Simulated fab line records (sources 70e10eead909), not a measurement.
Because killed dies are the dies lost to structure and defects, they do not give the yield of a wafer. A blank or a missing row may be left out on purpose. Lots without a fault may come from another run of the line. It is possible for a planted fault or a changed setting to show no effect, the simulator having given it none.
fab line records    flow nandHarc
record: lots: 11  wafers: 33  lastDay: 34
route steps=1302 shown P_BONDPAD@375 THIN_TSV@1271 END@1301
lots with no fault: from the same line, run without faults
startH: the number of hours between the record's first day and the start of the first shown wafer of the lot    waitH: hours from the lot's prior step to this one    " the same as in the row above    L1.1+2: one row covering several wafers at once    - no value, or no start given    * or withheld: withheld    < > ~ a bound
route shown NAME@n: a module of which the file shows steps, and the number in the route of the first    usual: the fault-free wafers' mean and standard deviation    same: alike in all rows    chamber/n: place in a boat    sites: readings site by site    _std_site: standard deviation across them    _edge_site: outer sites' mean less inner sites'    radiusMm: how far each site lies from the wafer's centre    mask NAME#n: copy n    behind: the tool/chamber that last shaped the wafer    hold: what put the lot on hold/how long, in hours/how the hold closed    device: which transistor (n, p or np) failed to switch    end of line: the tests these same wafers got at the end of their route    step lacking rows: just its recipe    killed: dies lost to structure and defects at the first sort, not the wafer's yield    map: a wafer's dies, marking killed ones x, the rest . and places with no die _
set.NAME: setting as actually run; set.NAME@STEP: the setting as run at that earlier step    model.NAME: the simulator's own value behind a step, which no gauge read
route steps across a sampled set of lots; one table per step, one row per wafer
services: a tool's chamber out of use, with start hour (startH, from the record's first day; less than 0 if before it), hours out, and reason
== steps ==
step: NHARC_P_BONDPAD_PRE_CLEAN_26
recipe: timeS: 30  tempC: 280  gas: H2/He
usual: heaterPowerW: 399/23
lot.wafer  tool           chamber  startH  waitH  heaterPowerW
L840.1     pvdSputter-01  -        146.11  -      414
L840.2     "              -        "       "      383
L840.5     "              -        "       "      412
L842.3     pvdSputter-01  -        167.12  -      415
L842.2     "              -        "       "      378
L842.5     "              -        "       "      414
L843.2     pvdSputter-01  -        175.50  -      410
L843.3     "              -        "       "      381
L843.5     "              -        "       "      423
L844.3     pvdSputter-01  -        182.25  -      387
L844.5     "              -        "       "      375
L844.6     "              -        "       "      411
L845.4     pvdSputter-01  -        198.56  -      386
L845.1     "              -        "       "      411
L845.6     "              -        "       "      374
L846.2     pvdSputter-01  -        203.26  -      387
L846.1     "              -        "       "      369
L846.5     "              -        "       "      411
L852.1     pvdSputter-01  -        283.16  -      413
L852.3     "              -        "       "      386
L852.6     "              -        "       "      421
L856.2     pvdSputter-02  -        302.28  -      394
L856.1     "              -        "       "      433
L856.5     "              -        "       "      380
L857.3     pvdSputter-01  -        315.19  -      373
L857.1     "              -        "       "      380
L857.4     "              -        "       "      432
L861.4     pvdSputter-02  -        357.90  -      406
L861.1     "              -        "       "      447
L861.6     "              -        "       "      405
L862.3     pvdSputter-01  -        367.90  -      422
L862.1     "              -        "       "      387
L862.5     "              -        "       "      419
step: NHARC_THIN_TSV_PRE_CLEAN_50
recipe: timeS: 30  tempC: 280  gas: H2/He
usual: heaterPowerW: 402/24
lot.wafer  tool           chamber  startH  waitH  heaterPowerW
L840.1     pvdSputter-02  -        -       -      387
L840.2     "              -        "       "      419
L840.5     "              -        "       "      462
L842.2     pvdSputter-02  -        -       -      381
L842.3     "              -        "       "      425
L842.5     "              -        "       "      375
L843.3     pvdSputter-03  -        -       -      399
L843.2     "              -        "       "      389
L843.5     "              -        "       "      412
L844.3     pvdSputter-01  -        -       -      382
L844.6     "              -        "       "      427
L844.5     "              -        "       "      414
L845.1     pvdSputter-02  -        -       -      421
L845.4     "              -        "       "      388
L845.6     "              -        "       "      417
L846.2     pvdSputter-01  -        -       -      412
L846.1     "              -        "       "      419
L846.5     "              -        "       "      387
L852.3     pvdSputter-03  -        -       -      358
L852.1     "              -        "       "      401
L852.6     "              -        "       "      391
L857.1     pvdSputter-02  -        -       -      376
L857.4     "              -        "       "      414
L857.3     "              -        "       "      423
L856.2     pvdSputter-02  -        -       -      403
L856.1     "              -        "       "      425
L856.5     "              -        "       "      414
L861.1     pvdSputter-03  -        -       -      405
L861.4     "              -        "       "      380
L861.6     "              -        "       "      401
L862.1     pvdSputter-02  -        -       -      374
L862.3     "              -        "       "      407
L862.5     "              -        "       "      376
step: NHARC_THIN_TSV_PVD_19
recipe: targetThkA: 200  chamberPressurePa: 5  material: TaN
usual: throttleValvePct: 30.1/0.89
lot.wafer  tool           chamber  startH  waitH  throttleValvePct
L840.1     pvdSputter-02  -        -       -      27.7
L840.2     "              -        "       "      30.6
L840.5     "              -        "       "      27.5
L842.2     pvdSputter-02  -        -       -      30.5
L842.3     "              -        "       "      27.8
L842.5     "              -        "       "      30.6
L843.2     pvdSputter-03  -        -       -      30.6
L843.3     "              -        "       "      31.6
L843.5     "              -        "       "      30.6
L844.3     pvdSputter-01  -        -       -      30.1
L844.6     "              -        "       "      30.4
L844.5     "              -        "       "      30.5
L845.1     pvdSputter-02  -        -       -      30.3
L845.4     "              -        "       "      30.5
L845.6     "              -        "       "      30.4
L846.1     pvdSputter-01  -        -       -      30.5
L846.2     "              -        "       "      31.6
L846.5     "              -        "       "      31.6
L852.1     pvdSputter-03  -        -       -      29.5
L852.3     "              -        "       "      31.3
L852.6     "              -        "       "      29.5
L857.1     pvdSputter-02  -        -       -      30.3
L857.4     "              -        "       "      29.7
L857.3     "              -        "       "      30.2
L856.1     pvdSputter-02  -        -       -      30.0
L856.2     "              -        "       "      29.6
L856.5     "              -        "       "      30.3
L861.4     pvdSputter-03  -        -       -      31.1
L861.1     "              -        "       "      29.3
L861.6     "              -        "       "      29.5
L862.1     pvdSputter-02  -        -       -      29.7
L862.3     "              -        "       "      30.3
L862.5     "              -        "       "      30.5
step: NHARC_END_WLT_00
usual: VT_DECK1_BOTTOM: 0.869/0.0083  VT_DECK1_BOTTOM_INNER: 0.869/0.0079  VT_DECK1_MEDIAN_NEAR_BOTTOM: 0.869/0.0075  VT_DECK1_MEDIAN_NEAR_BOTTOM_INNER: 0.870/0.0081  VT_DECK1_MIDDLE: 0.882/0.0074  VT_DECK1_MIDDLE_INNER: 0.882/0.0079  VT_DECK1_TOP: 0.893/0.0076  VT_DECK1_TOP_INNER: 0.894/0.0076  VT_DECK2_BOTTOM: 0.873/0.008  VT_DECK2_BOTTOM_INNER: 0.873/0.0071  VT_DECK2_MEDIAN_NEAR_BOTTOM: 0.875/0.0076  VT_DECK2_MEDIAN_NEAR_BOTTOM_INNER: 0.875/0.0076  VT_DECK2_MIDDLE: 0.885/0.0067  VT_DECK2_MIDDLE_INNER: 0.886/0.0071  VT_DECK2_TOP: 0.895/0.0068  VT_DECK2_TOP_INNER: 0.895/0.0074
lot.wafer  tool       chamber  startH  waitH  VT_DECK1_BOTTOM  VT_DECK1_BOTTOM_INNER  VT_DECK1_MEDIAN_NEAR_BOTTOM  VT_DECK1_MEDIAN_NEAR_BOTTOM_INNER  VT_DECK1_MIDDLE  VT_DECK1_MIDDLE_INNER  VT_DECK1_TOP  VT_DECK1_TOP_INNER  VT_DECK2_BOTTOM  VT_DECK2_BOTTOM_INNER  VT_DECK2_MEDIAN_NEAR_BOTTOM  VT_DECK2_MEDIAN_NEAR_BOTTOM_INNER  VT_DECK2_MIDDLE  VT_DECK2_MIDDLE_INNER  VT_DECK2_TOP  VT_DECK2_TOP_INNER
L840.1     prober-01  -        569.57  0.0    0.866            0.859                  0.861                        0.870                              0.877            0.878                  0.895         0.892               0.872            0.877                  0.882                        0.881                              0.889            0.887                  0.904         0.902
L840.2     "          -        "       "      0.865            0.866                  0.866                        0.861                              0.880            0.883                  0.888         0.899               0.872            0.873                  0.877                        0.875                              0.886            0.888                  0.896         0.895
L840.5     "          -        571.53  2.0    0.863            0.862                  0.866                        0.863                              0.874            0.872                  0.890         0.892               0.879            0.886                  0.876                        0.880                              0.887            0.896                  0.905         0.906
L842.2     prober-01  -        591.14  0.5    0.875            0.878                  0.877                        0.868                              0.890            0.890                  0.901         0.891               0.886            0.885                  0.885                        0.881                              0.894            0.889                  0.894         0.890
L842.3     "          -        "       "      0.878            0.877                  0.871                        0.870                              0.886            0.887                  0.900         0.903               0.875            0.881                  0.889                        0.876                              0.890            0.887                  0.898         0.899
L842.5     "          -        592.64  2.0    0.882            0.871                  0.878                        0.875                              0.884            0.881                  0.892         0.899               0.884            0.879                  0.886                        0.886                              0.888            0.899                  0.895         0.907
L843.2     prober-02  -        591.17  0.6    0.868            0.862                  0.868                        0.875                              0.890            0.879                  0.900         0.894               0.876            0.877                  0.881                        0.883                              0.885            0.891                  0.904         0.905
L843.3     "          -        "       "      0.871            0.872                  0.865                        0.872                              0.879            0.884                  0.900         0.904               0.878            0.874                  0.882                        0.878                              0.888            0.895                  0.902         0.901
L843.5     "          -        592.69  2.1    0.871            0.865                  0.864                        0.868                              0.877            0.882                  0.903         0.904               0.868            0.874                  0.868                        0.876                              0.891            0.889                  0.900         0.903
L844.3     prober-01  -        614.78  1.0    0.873            0.878                  0.872                        0.861                              0.886            0.887                  0.890         0.897               0.867            0.873                  0.873                        0.873                              0.876            0.881                  0.895         0.888
L844.5     "          -        615.78  2.0    0.870            0.869                  0.879                        0.874                              0.885            0.885                  0.896         0.897               0.873            0.870                  0.879                        0.881                              0.889            0.876                  0.891         0.889
L844.6     "          -        "       "      0.858            0.859                  0.860                        0.863                              0.889            0.881                  0.899         0.901               0.875            0.873                  0.876                        0.873                              0.880            0.887                  0.888         0.891
L846.1     prober-01  -        629.13  0.0    0.853            0.866                  0.860                        0.867                              0.872            0.876                  0.888         0.890               0.884            0.879                  0.881                        0.873                              0.886            0.895                  0.891         0.891
L846.2     "          -        "       "      0.865            0.864                  0.872                        0.879                              0.884            0.879                  0.889         0.899               0.883            0.869                  0.880                        0.879                              0.884            0.884                  0.898         0.888
L846.5     "          -        631.12  2.0    0.876            0.872                  0.873                        0.869                              0.879            0.883                  0.893         0.894               0.885            0.866                  0.886                        0.877                              0.883            0.893                  0.897         0.894
L845.1     prober-02  -        629.15  0.1    0.861            0.864                  0.864                        0.861                              0.874            0.882                  0.887         0.902               0.873            0.881                  0.877                        0.878                              0.892            0.883                  0.890         0.893
L845.4     "          -        630.64  1.5    0.860            0.871                  0.865                        0.855                              0.876            0.872                  0.881         0.889               0.861            0.861                  0.859                        0.869                              0.882            0.881                  0.883         0.887
L845.6     "          -        "       "      0.861            0.863                  0.859                        0.863                              0.874            0.878                  0.890         0.890               0.864            0.869                  0.864                        0.876                              0.881            0.882                  0.895         0.902
L852.1     prober-02  -        707.62  0.1    0.886            0.884                  0.874                        0.885                              0.894            0.894                  0.912         0.909               0.860            0.874                  0.866                        0.879                              0.870            0.885                  0.892         0.886
L852.3     "          -        "       "      0.865            0.881                  0.884                        0.872                              0.898            0.891                  0.900         0.909               0.863            0.864                  0.866                        0.871                              0.883            0.887                  0.883         0.885
L852.6     "          -        710.10  2.5    0.873            0.878                  0.886                        0.879                              0.896            0.896                  0.903         0.904               0.875            0.873                  0.882                        0.878                              0.882            0.883                  0.898         0.888
L857.1     prober-02  -        728.43  0.0    0.878            0.875                  0.874                        0.872                              0.885            0.885                  0.893         0.899               0.864            0.868                  0.865                        0.870                              0.877            0.879                  0.892         0.894
L857.3     "          -        "       "      0.856            0.865                  0.860                        0.864                              0.878            0.873                  0.901         0.895               0.887            0.885                  0.883                        0.881                              0.893            0.887                  0.903         0.906
L857.4     "          -        "       "      0.870            0.878                  0.865                        0.877                              0.883            0.890                  0.905         0.905               0.880            0.877                  0.882                        0.887                              0.891            0.883                  0.894         0.901
L856.1     prober-02  -        740.35  0.1    0.848            0.848                  0.856                        0.853                              0.871            0.873                  0.888         0.888               0.875            0.875                  0.889                        0.884                              0.891            0.896                  0.901         0.900
L856.2     "          -        "       "      0.865            0.865                  0.861                        0.861                              0.869            0.878                  0.886         0.899               0.871            0.861                  0.868                        0.869                              0.886            0.880                  0.901         0.896
L856.5     "          -        742.37  2.1    0.856            0.846                  0.861                        0.865                              0.874            0.876                  0.885         0.884               0.879            0.879                  0.877                        0.879                              0.887            0.895                  0.907         0.892
L861.1     prober-02  -        797.25  0.1    0.871            0.874                  0.874                        0.864                              0.886            0.886                  0.894         0.893               0.869            0.869                  0.872                        0.864                              0.892            0.886                  0.898         0.901
L861.4     "          -        798.76  1.6    0.873            0.867                  0.870                        0.865                              0.889            0.896                  0.897         0.895               0.876            0.877                  0.877                        0.871                              0.883            0.886                  0.891         0.886
L861.6     "          -        799.76  2.6    0.867            0.875                  0.872                        0.880                              0.877            0.880                  0.901         0.901               0.876            0.868                  0.883                        0.869                              0.882            0.887                  0.894         0.903
L862.1     prober-01  -        814.12  0.0    0.866            0.878                  0.873                        0.872                              0.887            0.890                  0.901         0.904               0.857            0.855                  0.856                        0.862                              0.873            0.871                  0.885         0.882
L862.3     "          -        815.12  1.0    0.887            0.885                  0.896                        0.886                              0.893            0.894                  0.897         0.905               0.847            0.876                  0.870                        0.858                              0.876            0.876                  0.879         0.885
L862.5     "          -        816.12  2.0    0.876            0.868                  0.876                        0.879                              0.898            0.896                  0.906         0.898               0.853            0.862                  0.869                        0.864                              0.874            0.876                  0.884         0.878
step: NHARC_END_SORT_01
recipe: tempC: 25
usual: defectLimitedYield: 91.0/2.5  killedAtArray: 56/17  killedAtOther: 0.9/1.2  killedAtPeriphery: 3.9/2.5  killedDies: 61/17  killedOpen: 3.2/1.8  killedShort: 2.7/1.7
same: grossDies: 677
lot.wafer  tool       chamber  startH  waitH  defectLimitedYield[%]  killedAtArray  killedAtOther  killedAtPeriphery  killedDies  killedOpen  killedShort
L844.3     prober-01  0        618.38  3.1    91.4                   41             0              17                 58          3           2
L844.5     prober-01  0        619.97  3.7    92.3                   50             0              2                  52          1           4
L844.6     prober-01  0        620.77  4.0    95.0                   30             2              2                  34          1           1
L846.1     prober-01  0        632.11  2.5    88.0                   59             0              22                 81          4           2
L846.2     prober-01  0        632.91  2.8    90.3                   63             0              3                  66          5           2
L846.5     prober-01  0        635.30  3.7    90.5                   60             0              4                  64          6           4
L845.1     prober-02  0        632.12  2.5    90.5                   51             0              13                 64          3           4
L845.4     prober-02  0        634.47  3.3    92.2                   46             1              6                  53          2           0
L845.6     prober-02  0        636.04  3.9    88.6                   51             0              26                 77          2           2
killed by level:class
L844.3 A_SLIT:chamberFilmFlake=24 P_BONDPAD:unspecified=15 A_CHANNEL_HOLE_D2:chamberFilmFlake=5 A_STAIRCASE:chamberFilmFlake=2 A_WL_FILL:chamberFilmFlake=2 A_ONON_D1:geometricParticle:open=1 A_CHANNEL_FILL_D1:geometricParticle:short=1 A_WL_FILL:geometricParticle:open=1
L844.5 A_SLIT:chamberFilmFlake=24 A_CHANNEL_HOLE_D2:chamberFilmFlake=14 A_STAIRCASE:chamberFilmFlake=5 A_CONTACT:geometricParticle:short=2 P_CONTACT:geometricParticle:short=1 A_ONON_D2:geometricParticle:open=1 A_WL_FILL:geometricParticle:short=1 P_GATE:chamberFilmFlake=1
L844.6 A_SLIT:chamberFilmFlake=11 A_STAIRCASE:chamberFilmFlake=8 A_CHANNEL_HOLE_D2:chamberFilmFlake=5 P_ZERO_WELL:chamberFilmFlake=2 A_M0:chamberFilmFlake=2 THIN_TSV:chamberFilmFlake=2 A_SGD_CUT:geometricParticle:open=1 A_WL_FILL:geometricParticle:short=1
L846.1 A_CHANNEL_HOLE_D1:chamberFilmFlake=26 A_CHANNEL_HOLE_D2:chamberFilmFlake=20 P_BONDPAD:unspecified=19 A_STAIRCASE:chamberFilmFlake=4 A_CONTACT:chamberFilmFlake=4 P_GATE:geometricParticle:open=1 P_CONTACT:geometricParticle:open=1 A_CHANNEL_FILL_D2:geometricParticle:short=1
L845.1 A_SLIT:chamberFilmFlake=25 A_CHANNEL_HOLE_D2:chamberFilmFlake=9 P_M1:chamberFilmFlake=5 P_CONTACT:chamberFilmFlake=4 A_CHANNEL_HOLE_D1:chamberFilmFlake=3 A_CONTACT:chamberFilmFlake=3 A_ONON_D1:geometricParticle:short=2 P_ZERO_WELL:chamberFilmFlake=2
L846.2 A_CHANNEL_HOLE_D1:chamberFilmFlake=24 A_CHANNEL_HOLE_D2:chamberFilmFlake=21 A_CONTACT:chamberFilmFlake=5 A_STAIRCASE:chamberFilmFlake=4 P_STI:chamberFilmFlake=2 P_GATE:geometricParticle:open=1 A_CHANNEL_FILL_D1:geometricParticle:open=1 A_DECK1_JOINT:geometricParticle:open=1
L845.4 A_SLIT:chamberFilmFlake=19 A_CHANNEL_HOLE_D2:chamberFilmFlake=11 A_STAIRCASE:chamberFilmFlake=6 A_CONTACT:chamberFilmFlake=4 P_CONTACT:chamberFilmFlake=3 P_M1:chamberFilmFlake=2 P_CONTACT:geometricParticle:open=1 A_ONON_D2:geometricParticle:open=1
L846.5 A_CHANNEL_HOLE_D2:chamberFilmFlake=23 A_CHANNEL_HOLE_D1:chamberFilmFlake=21 A_SGD_CUT:chamberFilmFlake=3 P_CONTACT:geometricParticle:open=2 A_STAIRCASE:chamberFilmFlake=2 A_CONTACT:chamberFilmFlake=2 P_GATE:geometricParticle:open=1 A_SOURCE_PLATE:geometricParticle:open=1
L845.6 A_SLIT:chamberFilmFlake=30 P_BONDPAD:unspecified=19 A_CHANNEL_HOLE_D2:chamberFilmFlake=7 A_STAIRCASE:chamberFilmFlake=4 P_CONTACT:chamberFilmFlake=3 A_ONON_D2:geometricParticle:short=2 A_CHANNEL_HOLE_D1:chamberFilmFlake=2 A_CHANNEL_FILL_D2:chamberFilmFlake=2
== services ==
tool           chamber  startH  hours  kind
pvdSputter-03  -        161.20  8.2    repair
pvdSputter-03  -        170.00  10.0   pm
pvdSputter-02  -        180.23  7.5    repair
pvdSputter-03  -        200.36  1.7    repair
pvdSputter-01  -        210.43  8.1    repair
pvdSputter-01  -        226.00  10.0   pm
pvdSputter-01  -        257.03  2.3    repair
pvdSputter-02  -        282.00  10.0   pm
pvdSputter-03  -        313.93  1.0    repair
pvdSputter-03  -        348.00  10.0   pm
pvdSputter-01  -        356.11  4.9    repair
pvdSputter-02  -        395.53  9.2    repair
pvdSputter-01  -        404.17  10.0   pm
pvdSputter-02  -        426.63  4.6    repair
pvdSputter-02  -        460.00  10.0   pm
pvdSputter-03  -        526.00  10.0   pm
pvdSputter-01  -        565.69  4.7    repair
pvdSputter-01  -        582.17  10.0   pm
pvdSputter-02  -        638.00  10.0   pm
pvdSputter-03  -        704.00  10.0   pm
pvdSputter-01  -        760.17  10.0   pm
pvdSputter-02  -        780.06  3.6    repair
pvdSputter-01  -        781.69  1.0    repair
== key ==
firstSign: step: NHARC_END_SORT_01  reading: killedAtPeriphery  direction: up  sigmas: 7.2  usual: 3.9  struck: 21.7
effect none on later readings
metAt NHARC_P_BONDPAD_PRE_CLEAN_26
struckLots L844,L845,L846
struckWafers L844.3,L845.6,L846.1
notActingAt NHARC_THIN_TSV_PRE_CLEAN_50,NHARC_THIN_TSV_PVD_19,NHARC_END_WLT_00
onsetBetween 175.50 182.25
fault: kind: chamberParticleSource  tool: pvdSputter-01  chamber: -  onsetH: 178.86  steps: NHARC_P_BONDPAD_PRE_CLEAN_26  ratePerVisitCm2: 0.029387  endH: 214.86  scope: struckWafersOnly
